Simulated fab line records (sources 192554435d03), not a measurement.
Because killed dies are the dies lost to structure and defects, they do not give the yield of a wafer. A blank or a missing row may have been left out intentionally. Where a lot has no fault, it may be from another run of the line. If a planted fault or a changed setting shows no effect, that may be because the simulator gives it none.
Matching of chambers :: flow n5-finfet :: 3 sister chambers for N5_BEOL_M7_PECVD_70 on pecvd-02
The step deposits SiO2 from TEOS/O2, target thk 20 nm, time 22.7 s. 16 wafers are shown with their chamber, then 8 later ones without.

WAFERS, EACH WITH ITS CHAMBER
wafer: L077.1
chamber: 0
throttle-valve-pct (%): 21.5
showerhead-plenum-p-Torr (Torr): 8.87
heater-power-w (W): 753

wafer: L077.2
chamber: 1
throttle-valve-pct (%): 24.0
showerhead-plenum-p-Torr (Torr): 8.74
heater-power-w (W): 720

wafer: L077.3
chamber: 1
throttle-valve-pct (%): 23.7
showerhead-plenum-p-Torr (Torr): 8.74
heater-power-w (W): 718

wafer: L080.2
chamber: 0
throttle-valve-pct (%): 21.3
showerhead-plenum-p-Torr (Torr): 8.86
heater-power-w (W): 766

wafer: L080.3
chamber: 1
throttle-valve-pct (%): 23.4
showerhead-plenum-p-Torr (Torr): 8.73
heater-power-w (W): 639

wafer: L080.6
chamber: 1
throttle-valve-pct (%): 23.8
showerhead-plenum-p-Torr (Torr): 8.75
heater-power-w (W): 635

wafer: L083.1
chamber: 0
throttle-valve-pct (%): 21.3
showerhead-plenum-p-Torr (Torr): 8.85
heater-power-w (W): 668

wafer: L083.2
chamber: 2
throttle-valve-pct (%): 20.7
showerhead-plenum-p-Torr (Torr): 8.86
heater-power-w (W): 820

wafer: L083.6
chamber: 1
throttle-valve-pct (%): 23.6
showerhead-plenum-p-Torr (Torr): 8.75
heater-power-w (W): 737

wafer: L082.1
chamber: 0
throttle-valve-pct (%): 21.5
showerhead-plenum-p-Torr (Torr): 8.88
heater-power-w (W): 646

wafer: L082.2
chamber: 1
throttle-valve-pct (%): 23.6
showerhead-plenum-p-Torr (Torr): 8.74
heater-power-w (W): 709

wafer: L082.3
chamber: 2
throttle-valve-pct (%): 20.6
showerhead-plenum-p-Torr (Torr): 8.87
heater-power-w (W): 825

wafer: L082.4
chamber: 1
throttle-valve-pct (%): 23.9
showerhead-plenum-p-Torr (Torr): 8.75
heater-power-w (W): 722

wafer: L082.5
chamber: 2
throttle-valve-pct (%): 21.0
showerhead-plenum-p-Torr (Torr): 8.87
heater-power-w (W): 843

wafer: L082.6
chamber: 0
throttle-valve-pct (%): 21.4
showerhead-plenum-p-Torr (Torr): 8.87
heater-power-w (W): 674

wafer: L087.3
chamber: 1
throttle-valve-pct (%): 23.8
showerhead-plenum-p-Torr (Torr): 8.75
heater-power-w (W): 728

SIGNATURES (averages over the wafers above)
reading: throttle-valve-pct
chamber 0: 21.400
chamber 1: 23.725
chamber 2: 20.767
scatter within a chamber: 0.171

reading: showerhead-plenum-p-Torr
chamber 0: 8.8660
chamber 1: 8.7438
chamber 2: 8.8667
scatter within a chamber: 0.00866

reading: heater-power-w
chamber 0: 701.40
chamber 1: 701.00
chamber 2: 829.33
scatter within a chamber: 42.5
Rule: for each reading, subtract the chamber's mean from the wafer's reading, divide by that reading's scatter and square the result; add these up over the readings and take the root, which gives the wafer's distance from the chamber. The wafer belongs to the nearest chamber; if the next one is less than 2 further off, it can't be placed. The scatter: the root of (the sum of the squares of (reading less its chamber's mean) over the shown wafers, divided by (wafers less chambers)).

WAFERS WITHOUT THEIR CHAMBER
wafer: L087.4
throttle-valve-pct (%): 21.0
showerhead-plenum-p-Torr (Torr): 8.84
heater-power-w (W): 829

wafer: L087.5
throttle-valve-pct (%): 21.5
showerhead-plenum-p-Torr (Torr): 8.87
heater-power-w (W): 632

wafer: L089.1
throttle-valve-pct (%): 21.4
showerhead-plenum-p-Torr (Torr): 8.88
heater-power-w (W): 674

wafer: L089.2
throttle-valve-pct (%): 20.7
showerhead-plenum-p-Torr (Torr): 8.86
heater-power-w (W): 784

wafer: L089.6
throttle-valve-pct (%): 20.9
showerhead-plenum-p-Torr (Torr): 8.86
heater-power-w (W): 800

wafer: L093.1
throttle-valve-pct (%): 21.0
showerhead-plenum-p-Torr (Torr): 8.87
heater-power-w (W): 756

wafer: L093.2
throttle-valve-pct (%): 21.0
showerhead-plenum-p-Torr (Torr): 8.86
heater-power-w (W): 750

wafer: L093.5
throttle-valve-pct (%): 21.0
showerhead-plenum-p-Torr (Torr): 8.86
heater-power-w (W): 756

WHICH CHAMBER EACH WENT THROUGH
wafer: L087.4
from the rows above: can't be placed: 2 or 0
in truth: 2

wafer: L087.5
from the rows above: 0
in truth: 0

wafer: L089.1
from the rows above: 0
in truth: 0

wafer: L089.2
from the rows above: 2
in truth: 2

wafer: L089.6
from the rows above: 2
in truth: 2

wafer: L093.1
from the rows above: can't be placed: 2 or 0
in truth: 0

wafer: L093.2
from the rows above: can't be placed: 2 or 0
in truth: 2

wafer: L093.5
from the rows above: can't be placed: 2 or 0
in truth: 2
Placed correctly: 4 of 8. Can't be placed from these rows: 4 (the true chamber is among the candidates in 4). Wrongly placed: 0.
